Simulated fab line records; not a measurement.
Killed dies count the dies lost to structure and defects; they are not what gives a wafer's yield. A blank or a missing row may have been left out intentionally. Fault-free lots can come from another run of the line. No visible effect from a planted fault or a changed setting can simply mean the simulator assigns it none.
One fault seen from 2 desks + flow n5-finfet + what lay behind the numbers comes last; until then each desk has only its own

== AT THE TOOL OWNER'S DESK: litho-track-05 ==
The tool's own readings at N5_GATE_CUT_COAT_35 (time 60 s, resist thk 10 nm): means of the sampled wafers that have a number, for each lot that ran on this tool. If a lot's mean is further than 4 standard deviations from the usual mean, the lot is out of limits and carries the mark OUT (the distance appears in the brackets).
Columns: A = plate-temp-C at N5_GATE_CUT_COAT_35, usual 220.01 C; B = spin-speed-rpm at N5_GATE_CUT_COAT_35, usual 1499.9 rpm
| lot  | first seen here | A      | B                |
|------|-----------------|--------|------------------|
| L947 | day 8 01:07     | 220.21 | 1499.5           |
| L952 | day 9 04:49     | 219.95 | 1417.3 (-89) OUT |
| L955 | day 10 05:48    | 219.95 | 1417.1 (-89) OUT |
This desk finds L952, L955 out of limits, L952 being first, at day 9 04:49 (spin-speed-rpm at N5_GATE_CUT_COAT_35). In limits: L947.

== METROLOGY DESK ==
What the gauges read, lot by lot, whatever tool the lot ran on: means of the sampled wafers that have a number. If a lot's mean is further than 4 standard deviations from the usual mean, the lot is out of limits and carries the mark OUT (the distance appears in the brackets). Readings shown: 7 of its 10, picked as those furthest out on some lot.
Columns: A = DIBL_N at N5_BEOL_M4_RC_MEAS_101, usual 37.1 mV/V; B = DIBL_P at N5_BEOL_M4_RC_MEAS_101, usual 37 mV/V; C = IOFF_P at N5_BEOL_M4_RC_MEAS_101, usual 0.21 nA/um; D = ION_N at N5_BEOL_M4_RC_MEAS_101, usual 674 uA/um; E = ION_P at N5_BEOL_M4_RC_MEAS_101, usual 459 uA/um; F = SS_P at N5_BEOL_M4_RC_MEAS_101, usual 73.4 mV/dec; G = VT_P at N5_BEOL_M4_RC_MEAS_101, usual -251 mV
| lot  | first seen here | A    | B  | C    | D   | E   | F    | G    |
|------|-----------------|------|----|------|-----|-----|------|------|
| L947 | day 12 01:32    | 36.8 | 38 | 0.22 | 684 | 466 | 73.6 | -251 |
| L952 | day 12 21:37    | 38.3 | 40 | 0.24 | 680 | 462 | 73.6 | -249 |
| L954 | day 13 21:27    | 33.2 | 33 | 0.14 | 653 | 441 | 72.4 | -258 |
| L955 | day 13 21:56    | 36.8 | 37 | 0.18 | 671 | 450 | 73.5 | -256 |
Result from this desk: across the 4 lots, nothing is out of limits.

== TAKEN TOGETHER ==
The tool owner's desk could have raised an alarm at day 9 04:49, on L952, L955.
Metrology desk: nothing out of limits seen.
The metrology desk holds a record of L952, L955, inside its limits.
N5_GATE_CUT_COAT_35 was run on litho-track-05 by each of the lots named.

== WHAT HAD BEEN PUT IN BY THE SIMULATOR ==
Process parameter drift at N5_GATE_CUT_COAT_35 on litho-track-05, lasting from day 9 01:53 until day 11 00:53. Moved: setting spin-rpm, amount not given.
Lots struck among those shown: L952, L955.
Hours from the fault's start to each desk's first reading out of limits: the tool owner's desk, 3.
